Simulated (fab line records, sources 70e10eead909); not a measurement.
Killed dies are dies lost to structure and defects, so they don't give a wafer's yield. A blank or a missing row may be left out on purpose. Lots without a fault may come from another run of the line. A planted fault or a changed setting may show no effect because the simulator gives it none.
fab line records | flow nand_harc | part 2 of 2: steps 20 to 34 of 34
record lots=5 wafers=15 last_day=24
route steps=1159 shown A_STAIRCASE@687
lots that met no fault: from a run of the same line without faults
start_h: hours from the record's first day to the start of the lot's first wafer shown | wait_h: hours since the lot's step before | " the same as in the row above | L1.1+2: a row that stands for several wafers | - no value, or no start given | * or withheld: withheld | < > ~ a bound
route shown NAME@n: a module of which the file shows steps, and the number in the route of the first | usual: mean/standard deviation of fault-free wafers | same: alike in all rows | chamber/n: place in a boat | sites: the reading at each site | _std_site: their standard deviation | _edge_site: outer sites' mean less inner sites' | radius_mm: how far each site lies from the wafer's centre | mask NAME#n: copy n | behind: the tool/chamber that last shaped the wafer | hold: why the lot was held/for how many hours/how that ended | device: the transistor (n, p or np) that didn't switch | end of line: the same wafers' tests at the end of the route | a step without rows: its recipe alone | killed: dies lost to structure and defects at the first sort, not the wafer's yield | map: a wafer's dies, x killed, . not, _ none there
set.NAME: the setting as run; set.NAME@STEP: as run at that earlier step | model.NAME: the simulator's own value behind a step, which no gauge read
lots at some steps of the route; a table a step, a row a wafer
services: from which hour (start_h, from the record's first day; less than 0 if before it) a tool's chamber was out of use, for how many hours, and why
## steps
# step NHARC_A_STAIRCASE_DEP_151
# recipe target_thk_a=38000 temp_c=400 target_thk_nm=3800 teos_flow_sccm=200 rf_w=500 material=SiO2
# usual heater_power_w=646/110 rf_fwd_power_W=499.5/1.5
# columns lot.wafer tool chamber start_h wait_h heater_power_w rf_fwd_power_W
L074.1 pecvd-04 1 291.24 0.6 747 500.0
L074.4 " 2 " " 623 500.4
L074.6 " 1 " " 644 501.0
L088.1 pecvd-01 2 353.62 0.4 613 499.1
L088.3 " 0 " " 613 498.8
L088.2 " 1 " " 596 499.9
L087.1 pecvd-01 0 362.02 0.4 668 498.9
L087.4 " 0 " " 572 500.7
L087.6 " 1 " " 488 500.0
L094.1 pecvd-01 2 386.98 0.6 632 499.8
L094.4 " 1 " " 478 499.5
L094.5 " 2 " " 489 498.6
L092.3 pecvd-04 0 393.89 0.4 620 501.1
L092.6 " 0 " " 496 501.8
L092.5 " 1 " " 616 494.9
# step NHARC_A_STAIRCASE_ANNEAL_320
# recipe temp_c=750 time_s=1800
# usual zone_power_centre_pct=11.4/0.55
# columns lot.wafer tool chamber start_h wait_h zone_power_centre_pct
L074.1 furnace-01 0 295.41 - 11.2
L074.4 " 0 " " 11.1
L074.6 " 0 " " 11.1
L088.1 furnace-01 0 357.71 - 11.3
L088.2 " 0 " " 10.9
L088.3 " 0 " " 11.1
L087.1 furnace-01 0 371.05 - 11.3
L087.4 " 0 " " 11.1
L087.6 " 0 " " 11.3
L094.1 furnace-01 0 391.47 - 11.1
L094.4 " 0 " " 10.7
L094.5 " 0 " " 11.2
L092.3 furnace-08 0 398.45 - 12.6
L092.5 " 0 " " 12.5
L092.6 " 0 " " 12.6
# step NHARC_A_STAIRCASE_DEP_322
# recipe target_thk_a=38000 temp_c=400 target_thk_nm=3800 teos_flow_sccm=200 rf_w=500 material=SiO2
# usual heater_power_w=658/110 rf_fwd_power_W=499.6/1.5
# columns lot.wafer tool chamber start_h wait_h heater_power_w rf_fwd_power_W
L074.1 pecvd-04 2 298.87 0.2 711 501.2
L074.4 " 2 " " 633 500.1
L074.6 " 0 " " 510 499.3
L088.3 pecvd-01 2 361.14 0.1 593 499.1
L088.2 " 0 " " 600 500.1
L088.1 " 1 " " 575 500.0
L087.1 pecvd-02 1 374.61 0.2 819 501.7
L087.6 " 1 " " 740 500.3
L087.4 " 2 " " 625 500.4
L094.1 pecvd-01 2 394.99 0.2 541 499.1
L094.4 " 2 " " 501 500.8
L094.5 " 0 " " 584 499.3
L092.3 pecvd-02 1 401.86 0.1 878 502.5
L092.6 " 1 " " 732 500.2
L092.5 " 0 " " 735 498.5
# step NHARC_A_STAIRCASE_ANNEAL_323
# recipe temp_c=750 time_s=1800
# usual zone_power_centre_pct=11.6/0.8
# columns lot.wafer tool chamber start_h wait_h zone_power_centre_pct
L074.1 furnace-01 0 302.46 - 11.2
L074.4 " 0 " " 11.0
L074.6 " 0 " " 11.0
L088.1 furnace-01 0 368.07 - 11.0
L088.2 " 0 " " 11.2
L088.3 " 0 " " 11.1
L087.1 furnace-08 0 381.39 - 12.6
L087.4 " 0 " " 12.3
L087.6 " 0 " " 12.4
L094.1 furnace-01 0 401.07 - 11.1
L094.4 " 0 " " 11.1
L094.5 " 0 " " 11.1
L092.3 furnace-01 0 405.54 - 11.2
L092.5 " 0 " " 11.2
L092.6 " 0 " " 11.1
# step NHARC_A_STAIRCASE_DEP_325
# recipe target_thk_a=38000 temp_c=400 target_thk_nm=3800 teos_flow_sccm=200 rf_w=500 material=SiO2
# usual heater_power_w=657/100 rf_fwd_power_W=499.4/1.6
# columns lot.wafer tool chamber start_h wait_h heater_power_w rf_fwd_power_W
L074.1 pecvd-02 0 306.00 0.2 751 497.8
L074.4 " 2 " " 609 498.0
L074.6 " 1 " " 703 502.1
L088.2 pecvd-01 1 371.48 0.1 622 500.0
L088.3 " 2 " " 622 498.7
L088.1 " 0 " " 668 499.6
L087.1 pecvd-01 1 384.96 0.2 612 497.7
L087.6 " 0 " " 577 497.5
L087.4 " 1 " " 477 498.0
L094.1 pecvd-01 1 404.47 0.1 493 499.3
L094.5 " 2 " " 504 499.3
L094.4 " 0 " " 573 499.6
L092.3 pecvd-04 2 408.94 0.1 719 498.2
L092.6 " 0 " " 482 497.4
L092.5 " 1 " " 627 500.5
# step NHARC_A_STAIRCASE_ANNEAL_326
# recipe temp_c=750 time_s=1800
# usual zone_power_centre_pct=11.5/0.82
# columns lot.wafer tool chamber start_h wait_h zone_power_centre_pct
L074.1 furnace-01 0 310.48 - 11.0
L074.4 " 0 " " 11.1
L074.6 " 0 " " 11.0
L088.1 furnace-03 0 375.97 - 13.2
L088.2 " 0 " " 13.5
L088.3 " 0 " " 13.2
L087.1 furnace-01 0 388.55 - 10.9
L087.4 " 0 " " 11.1
L087.6 " 0 " " 11.1
L094.1 furnace-01 0 408.51 - 11.3
L094.4 " 0 " " 11.0
L094.5 " 0 " " 11.1
L092.3 furnace-01 0 412.63 - 11.2
L092.5 " 0 " " 11.1
L092.6 " 0 " " 11.1
# step NHARC_A_STAIRCASE_DEHYDRATE_433
# recipe temp_c=150 time_s=120
# columns lot.wafer tool chamber start_h wait_h
L074.1+4+6 litho_track-03 0 313.87 0.1
L088.1+2+3 litho_track-03 0 379.39 0.1
L087.1+4+6 litho_track-07 0 391.89 0.1
L094.1+4+5 litho_track-03 0 411.90 0.1
L092.3+5+6 litho_track-03 0 415.98 0.1
# step NHARC_A_STAIRCASE_HMDS_434
# recipe time_s=30
# columns lot.wafer tool chamber start_h wait_h
L074.1+4+6 litho_track-03 0 - -
L088.1+2+3 litho_track-03 0 - -
L087.1+4+6 litho_track-07 0 - -
L094.1+4+5 litho_track-03 0 - -
L092.3+5+6 litho_track-03 0 - -
# step NHARC_A_STAIRCASE_COAT_435
# recipe spin_rpm=1200
# columns lot.wafer tool chamber start_h wait_h
L074.1+4+6 litho_track-03 0 - -
L088.1+2+3 litho_track-03 0 - -
L087.1+4+6 litho_track-07 0 - -
L094.1+4+5 litho_track-03 0 - -
L092.3+5+6 litho_track-03 0 - -
# step NHARC_A_STAIRCASE_SOFTBAKE_436
# recipe temp_c=135 time_s=170
# columns lot.wafer tool chamber start_h wait_h
L074.1+4+6 litho_track-03 0 - -
L088.1+2+3 litho_track-03 0 - -
L087.1+4+6 litho_track-07 0 - -
L094.1+4+5 litho_track-03 0 - -
L092.3+5+6 litho_track-03 0 - -
# step NHARC_A_STAIRCASE_EBR_437
# columns lot.wafer tool chamber start_h wait_h
L074.1+4+6 litho_track-03 0 - -
L088.1+2+3 litho_track-03 0 - -
L087.1+4+6 litho_track-07 0 - -
L094.1+4+5 litho_track-03 0 - -
L092.3+5+6 litho_track-03 0 - -
# step NHARC_A_STAIRCASE_EXPOSE_438
# recipe na=0.5 dose_mj=28.97 mask_id=STAIR_REV
# usual stage_vel_mm_s=500.00/0.25
# columns lot.wafer tool chamber start_h wait_h mask stage_vel_mm_s
L074.1 krf_scanner-01 0 314.34 - STAIR_REV#0 500.23
L074.4 " 0 " " STAIR_REV#0 500.03
L074.6 " 0 " " STAIR_REV#0 500.23
L088.1 krf_scanner-01 0 379.73 - STAIR_REV#0 500.04
L088.2 " 0 " " STAIR_REV#0 499.86
L088.3 " 0 " " STAIR_REV#0 500.26
L087.1 krf_scanner-01 0 392.10 - STAIR_REV#0 499.79
L087.4 " 0 " " STAIR_REV#0 500.48
L087.6 " 0 " " STAIR_REV#0 499.84
L094.1 krf_scanner-04 0 412.26 - STAIR_REV#0 499.54
L094.4 " 0 " " STAIR_REV#0 499.80
L094.5 " 0 " " STAIR_REV#0 499.37
L092.3 krf_scanner-03 0 416.33 - STAIR_REV#0 499.88
L092.5 " 0 " " STAIR_REV#0 500.25
L092.6 " 0 " " STAIR_REV#0 499.79
# step NHARC_A_STAIRCASE_PEB_439
# recipe peb_temp_c=115 peb_time_s=130
# columns lot.wafer tool chamber start_h wait_h
L074.1+4+6 litho_track-03 0 314.40 0.1
L088.1+2+3 litho_track-02 0 379.80 0.1
L087.1+4+6 litho_track-07 0 392.17 0.1
L094.1+4+5 litho_track-02 0 412.33 0.1
L092.3+5+6 litho_track-03 0 416.38 0.1
# step NHARC_A_STAIRCASE_DEVELOP_440
# recipe time_s=140
# columns lot.wafer tool chamber start_h wait_h
L074.1+4+6 litho_track-03 0 - -
L088.1+2+3 litho_track-02 0 - -
L087.1+4+6 litho_track-07 0 - -
L094.1+4+5 litho_track-02 0 - -
L092.3+5+6 litho_track-03 0 - -
# step NHARC_A_STAIRCASE_HARDBAKE_442
# recipe temp_c=120 time_s=140
# columns lot.wafer tool chamber start_h wait_h
L074.1+4+6 litho_track-02 0 314.62 -
L088.1+2+3 litho_track-03 0 380.01 -
L087.1+4+6 litho_track-02 0 392.38 -
L094.1+4+5 litho_track-07 0 412.55 -
L092.3+5+6 litho_track-03 0 416.61 -
## services
# columns tool chamber start_h hours kind
wet_bench-04 - 248.69 1.9 repair
wet_bench-04 - 251.42 4.9 repair
krf_scanner-01 - 252.01 0.4 repair
krf_scanner-01 - 256.00 4.0 pm
rie_diel-02 2 269.84 3.8 repair
wet_h3po4-01 - 272.00 8.0 pm
wet_bench-07 - 272.02 8.0 pm
ald_hk-01 - 273.68 51.6 repair
rie_diel-02 1 290.03 6.3 repair
rie_diel-02 - 328.07 9.0 pm
pecvd-02 - 334.40 13.0 pm
wet_bench-04 - 339.20 8.0 pm
rie_diel-12 2 339.80 17.4 repair
litho_track-02 - 340.00 7.0 pm
ald_hk-03 - 351.92 0.4 repair
wet_bench-02 - 356.00 8.0 pm
wet_bench-07 - 357.07 4.2 repair
litho_track-07 - 364.00 7.0 pm
krf_scanner-01 - 368.07 1.1 repair
pecvd-04 - 376.49 13.0 pm
rie_diel-12 - 379.51 9.0 pm
litho_track-03 - 388.00 7.0 pm
ald_hk-01 - 409.12 10.0 pm
pecvd-04 2 414.33 10.2 repair
